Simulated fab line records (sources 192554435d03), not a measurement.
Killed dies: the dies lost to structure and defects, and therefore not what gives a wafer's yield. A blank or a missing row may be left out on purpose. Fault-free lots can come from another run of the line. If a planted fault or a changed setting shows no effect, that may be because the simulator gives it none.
Chamber matching || flow n5_finfet || N5_BEOL_M0_SAQP_PECVD_97 on pecvd-03: 3 sister chambers
The step deposits SiNx from SiH4/NH3/N2, target thk 23 nm, time 19.9 s. 6 wafers are shown with their chamber, then 10 later ones without.

== WAFERS, EACH WITH ITS CHAMBER ==
{"wafer": "L086.4", "chamber": 0, "throttle_valve_pct (%)": 44.3, "heater_power_w (W)": 498}
{"wafer": "L089.3", "chamber": 0, "throttle_valve_pct (%)": 44.5, "heater_power_w (W)": 450}
{"wafer": "L089.4", "chamber": 2, "throttle_valve_pct (%)": 38.8, "heater_power_w (W)": 739}
{"wafer": "L089.5", "chamber": 1, "throttle_valve_pct (%)": 41.6, "heater_power_w (W)": 620}
{"wafer": "L091.1", "chamber": 2, "throttle_valve_pct (%)": 38.8, "heater_power_w (W)": 747}
{"wafer": "L091.3", "chamber": 1, "throttle_valve_pct (%)": 41.5, "heater_power_w (W)": 596}

== WAFERS WITH NO CHAMBER GIVEN ==
{"wafer": "L091.6", "throttle_valve_pct (%)": 44.6, "heater_power_w (W)": 489}
{"wafer": "L092.2", "throttle_valve_pct (%)": 38.6, "heater_power_w (W)": 683}
{"wafer": "L092.5", "throttle_valve_pct (%)": 38.8, "heater_power_w (W)": 700}
{"wafer": "L092.6", "throttle_valve_pct (%)": 44.9, "heater_power_w (W)": 474}
{"wafer": "L094.1", "throttle_valve_pct (%)": 44.7, "heater_power_w (W)": 480}
{"wafer": "L094.2", "throttle_valve_pct (%)": 39.0, "heater_power_w (W)": 700}
{"wafer": "L094.3", "throttle_valve_pct (%)": 41.2, "heater_power_w (W)": 599}
{"wafer": "L097.1", "throttle_valve_pct (%)": 38.4, "heater_power_w (W)": 728}
{"wafer": "L097.3", "throttle_valve_pct (%)": 41.4, "heater_power_w (W)": 577}
{"wafer": "L097.6", "throttle_valve_pct (%)": 44.4, "heater_power_w (W)": 474}

== EACH ONE'S CHAMBER ==
{"wafer": "L091.6", "from the rows above": 0, "in truth": 0}
{"wafer": "L092.2", "from the rows above": 2, "in truth": 2}
{"wafer": "L092.5", "from the rows above": 2, "in truth": 2}
{"wafer": "L092.6", "from the rows above": 0, "in truth": 0}
{"wafer": "L094.1", "from the rows above": 0, "in truth": 0}
{"wafer": "L094.2", "from the rows above": 2, "in truth": 2}
{"wafer": "L094.3", "from the rows above": 1, "in truth": 1}
{"wafer": "L097.1", "from the rows above": 2, "in truth": 2}
{"wafer": "L097.3", "from the rows above": 1, "in truth": 1}
{"wafer": "L097.6", "from the rows above": 0, "in truth": 0}
Correctly placed: 10 of 10. Left unplaced by these rows: 0. Placed wrongly: 0.
How it was worked out, from the rows above alone: a wafer's distance from a chamber is the root of the sum, over the readings, of the square of ((its reading less the chamber's mean) divided by the reading's scatter). The wafer belongs to the nearest chamber; if the next one is less than 2 further off, it can't be placed. For every chamber, the mean is computed from those of its wafers that are shown. The scatter is the square root of a quotient: the sum, over the shown wafers, of each reading's squared deviation from its chamber's mean, divided by wafers minus chambers.
